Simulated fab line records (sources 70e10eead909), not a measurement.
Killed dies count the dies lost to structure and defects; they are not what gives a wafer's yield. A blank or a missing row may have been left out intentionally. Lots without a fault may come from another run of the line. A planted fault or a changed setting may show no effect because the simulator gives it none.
3 desks looking at one fault    flow nand harc    what lay behind the numbers comes last; until then each desk has only its own

== THE DEFECT DESK ==
What the inspections along the route counted, lot by lot: means of the sampled wafers that have a number. Marked OUT: a lot whose mean sits more than 4 standard deviations from the usual mean, which makes it out of limits; the brackets give that distance.
Columns: A = raw defect count at NHARC_P_STI_INSPECT_25, usual 222
lot   first seen here  A
L399  day 5 02:02      235
L401  day 5 17:01      208
L402  day 6 00:17      258
L404  day 6 19:18      208
L406  day 7 20:47      129
L409  day 8 20:41      169
L410  day 9 08:29      241
L411  day 10 00:29     290
L414  day 11 00:22     147
L416  day 11 21:02     144
L419  day 13 05:11     161
Result from this desk: across the 11 lots, nothing is out of limits.

== FROM THE METROLOGY DESK ==
What the gauges read for every lot (on any tool): the sampled wafers with a number, averaged. Marked OUT: a lot whose mean sits more than 4 standard deviations from the usual mean, which makes it out of limits; the brackets give that distance.
Columns: A = cd nm at NHARC_P_ZERO_WELL_CD_MEAS_24, usual 717.9 nm
lot   first seen here  A
L399  day 2 18:28      719.8
L401  day 3 14:41      718.8
L402  day 4 00:50      715.3
L404  day 4 20:35      717.3
L406  day 5 16:43      716.8
L409  day 6 22:28      719.1
L410  day 7 08:28      720.4
L411  day 7 18:35      716.2
L414  day 9 00:28      717.4
L416  day 9 20:27      724.7
L419  day 11 02:27     725.8 (+4.6) OUT
This desk's finding: out of limits on L419; first on L419, day 11 02:27 (cd nm at NHARC_P_ZERO_WELL_CD_MEAS_24). In limits: L399, L401, L402, L404, L406, L409, L410, L411, L414, L416.

== TOOL OWNER'S DESK, litho track-05 ==
The tool's own readings at NHARC_P_ZERO_WELL_PEB_22 (peb time 85 s): means of the sampled wafers that have a number, for each lot that ran on this tool. Marked OUT: a lot whose mean sits more than 4 standard deviations from the usual mean, which makes it out of limits; the brackets give that distance.
Columns: A = exhaust pa at NHARC_P_ZERO_WELL_PEB_22, usual 45.0 Pa; B = heater power total W at NHARC_P_ZERO_WELL_PEB_22, usual 163.98 W; C = plate temp C at NHARC_P_ZERO_WELL_PEB_22, usual 117.98 C
lot   first seen here  A     B                 C
L401  day 3 14:36      44.9  163.66            118.01
L409  day 6 22:22      45.4  164.16            118.08
L411  day 7 18:30      44.6  164.18            117.97
L414  day 9 00:22      44.5  164.04            117.89
L416  day 9 20:22      44.4  176.41 (+46) OUT  124.56 (+47) OUT
L419  day 11 02:22     45.4  176.06 (+45) OUT  124.54 (+47) OUT
This desk's finding: out of limits on L416, L419; first on L416, day 9 20:22 (heater power total W at NHARC_P_ZERO_WELL_PEB_22). In limits: L401, L409, L411, L414.

== ALL TOGETHER ==
The tool owner's desk had the chance to raise an alarm at day 9 20:22 on L416, L419.
At day 11 02:27 the metrology desk could have sounded an alarm, on L419.
Nothing out of limits was seen by the defect desk.
The defect desk has L416, L419 on record, within its limits.
The metrology desk has L416 on record, within its limits.
NHARC_P_ZERO_WELL_PEB_22 was run on litho track-05 by each of the lots named.

== WHAT THE SIMULATOR PUT IN ==
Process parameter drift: litho track-05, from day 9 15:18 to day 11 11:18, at NHARC_P_ZERO_WELL_PEB_22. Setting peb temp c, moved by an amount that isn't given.
Shown lots that were struck: L416, L419.
Hours from the fault's start to each desk's first reading out of limits: the tool owner's desk, 5; the metrology desk, 35.
